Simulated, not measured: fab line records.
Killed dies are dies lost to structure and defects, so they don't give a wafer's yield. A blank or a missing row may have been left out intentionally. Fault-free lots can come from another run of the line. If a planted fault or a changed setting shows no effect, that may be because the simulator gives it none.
Split-lot trial + flow n5 finfet + 21 wafers read across 7 lots, on a route 1938 steps long

THE SPLIT ITSELF
At N5_BEOL_M9_ETCH_62 (etches SOC in N2/H2, target depth 110 nm, overetch 22 nm, time 165 s), the setting time s was moved away from the recipe's 165 s on 9 of the 21 wafers read, by -19.0% to +15.7%. All remaining wafers had this setting at the recipe value.

The reading comes from the split's own step.

THE READING
SiARC_of_BEOL_M9_COAT_60.thk nm (the simulator's own value, which no gauge read), in nm, at N5_BEOL_M9_ETCH_62 (etches SOC in N2/H2, target depth 110 nm, overetch 22 nm, time 165 s). No usual value for it is given in the file. Across the 12 wafers here that went through the recipe, the average is 23.5 nm and the standard deviation 0.24 nm.

| wafer  | tool, chamber at the split | time s as run, s | against the recipe | SiARC_of_BEOL_M9_COAT_60.thk nm, nm | against lot-mates on the recipe |
|--------|----------------------------|------------------|--------------------|-------------------------------------|---------------------------------|
| L079.1 | rie diel-04, 1             | 136.3            | -17.4%             | 25                                  | +1.4                            |
| L079.4 | rie diel-04, 2             | 165              | recipe             | 23.8                                | -                               |
| L079.5 | rie diel-04, 3             | 165              | recipe             | 23.4                                | -                               |
| L081.2 | rie diel-01, 1,3           | 190.9            | +15.7%             | 22.6                                | -1.0                            |
| L081.6 | rie diel-01, 1,3           | 190.9            | +15.7%             | 22.6                                | -1.0                            |
| L081.3 | rie diel-01, 3             | 165              | recipe             | 23.6                                | -                               |
| L083.1 | rie diel-01, 0             | 165              | recipe             | 23                                  | -                               |
| L083.3 | rie diel-01, 3             | 165              | recipe             | 23.4                                | -                               |
| L083.5 | rie diel-01, 2             | 165              | recipe             | 23.2                                | -                               |
| L090.1 | rie diel-01, 2             | 165              | recipe             | 23.6                                | -                               |
| L090.5 | rie diel-01, 3             | 137.6            | -16.6%             | 25                                  | +1.4                            |
| L090.6 | rie diel-01, 2             | 137.6            | -16.6%             | 24.6                                | +1.0                            |
| L091.1 | rie diel-06, 0             | 189.3            | +14.7%             | 22.8                                | -0.8                            |
| L091.2 | rie diel-06, 1             | 165              | recipe             | 23.6                                | -                               |
| L091.5 | rie diel-06, 1             | 189.3            | +14.7%             | 22.6                                | -1.0                            |
| L086.3 | rie diel-04, 0             | 133.6            | -19.0%             | 25                                  | +1.2                            |
| L086.5 | rie diel-04, 3             | 133.6            | -19.0%             | 24.4                                | +0.6                            |
| L086.6 | rie diel-04, 0             | 165              | recipe             | 23.8                                | -                               |
| L092.4 | rie diel-06, 0             | 165              | recipe             | 23.6                                | -                               |
| L092.5 | rie diel-06, 2             | 165              | recipe             | 23.2                                | -                               |
| L092.6 | rie diel-06, 1             | 165              | recipe             | 23.4                                | -                               |
When a row names more than one chamber, that row covers several wafers, and the file does not tell which wafer ran in which chamber.

FIT RESULTS
A straight line over all 21 wafers: SiARC_of_BEOL_M9_COAT_60.thk nm changes by -0.0661 nm for each +1% of time s; r = -0.95; the points scatter about the line by 0.25 nm.
The same after taking each lot's own level away (the mean of its wafers on the recipe; 21 wafers): -0.0624 nm for each +1%; r = -0.96; scatter 0.21 nm.
That fit puts the effect of the largest move of time s on the reading at 1.2 nm.
The span of the lots' own levels, 23.20 to 23.80 nm, comes to 2.5 times the standard deviation stated above.
The two slopes are in agreement: the lot-to-lot level therefore moves the slope only a little.
Check: with one of the wafers moved furthest among these (-19.0%) left out of the fit, the line predicts +1.19 nm for it against its lot-mates. It came out at +1.2 nm against them.

THE OTHER SPLITS THESE WAFERS WENT THROUGH
These wafers also went through other splits before the reading. Each is held against what the fit with the lots' levels taken away leaves over:
| other split on the same wafers   | wafers away from the commonest value | r with SiARC_of_BEOL_M9_COAT_60.thk nm (lot level and that fit taken away) |
|----------------------------------|--------------------------------------|----------------------------------------------------------------------------|
| N5_BEOL_M7_COAT_05 spin rpm      | 3                                    | +0.00                                                                      |
| N5_BEOL_M8_ETCH_65 source w      | 5                                    | +0.25                                                                      |
| N5_BEOL_M8_TRENCH_ETCH_37 bias w | 5                                    | -0.57                                                                      |

THE FILE'S OWN FIT
SiARC_of_BEOL_M9_COAT_60.thk nm changes by -0.0644 nm for each +1% of time s, r = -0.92.
